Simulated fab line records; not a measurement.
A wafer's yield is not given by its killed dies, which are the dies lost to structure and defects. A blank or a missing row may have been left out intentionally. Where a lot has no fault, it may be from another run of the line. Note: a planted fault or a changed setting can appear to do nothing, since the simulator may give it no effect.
Matching of chambers + flow n5-finfet + pecvd-04 running N5_BEOL_M4_ILD_DEP_00: 3 sister chambers
The step deposits SiOC from DEMS/O2, target thk 79 nm, time 15.3 s. 3 wafers are shown with their chamber, then 11 later ones without.

EACH WAFER AND ITS CHAMBER
| wafer  | chamber | showerhead-plenum-p-Torr (Torr) |
|--------|---------|---------------------------------|
| L086.2 | 0       | 5.714                           |
| L086.3 | 1       | 5.668                           |
| L088.1 | 2       | 5.688                           |

WAFERS WITHOUT THEIR CHAMBER
| wafer  | showerhead-plenum-p-Torr (Torr) |
|--------|---------------------------------|
| L088.4 | 5.675                           |
| L088.6 | 5.696                           |
| L094.1 | 5.713                           |
| L094.3 | 5.672                           |
| L094.4 | 5.719                           |
| L096.3 | 5.683                           |
| L096.4 | 5.691                           |
| L096.5 | 5.712                           |
| L097.2 | 5.683                           |
| L097.3 | 5.704                           |
| L097.4 | 5.669                           |

THE CHAMBER EACH PASSED THROUGH
| wafer  | from the rows above     | in truth                   |
|--------|-------------------------|----------------------------|
| L088.4 | can't be placed: 1 or 2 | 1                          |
| L088.6 | can't be placed: 2 or 0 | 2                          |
| L094.1 | 0                       | 0                          |
| L094.3 | 1                       | 1                          |
| L094.4 | 0                       | 0                          |
| L096.3 | can't be placed: 2 or 1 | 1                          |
| L096.4 | 2                       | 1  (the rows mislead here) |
| L096.5 | 0                       | 0                          |
| L097.2 | can't be placed: 2 or 1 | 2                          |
| L097.3 | can't be placed: 0 or 2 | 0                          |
| L097.4 | 1                       | 1                          |
Correctly placed: 5 of 11. Not placeable from these rows: 5 (in 5, the candidates include the true chamber). 1 placed wrongly.
How it was worked out, from the rows above alone: a wafer's distance from a chamber is the root of the sum, over the readings, of the square of ((its reading less the chamber's mean) divided by the reading's scatter). The wafer belongs to the nearest chamber; if the next one is less than 2 further off, it can't be placed. For every chamber, the mean is computed from those of its wafers that are shown. The scatter: root of mean squared gap, hidden wafer to nearest shown wafer, with one shown wafer a chamber.
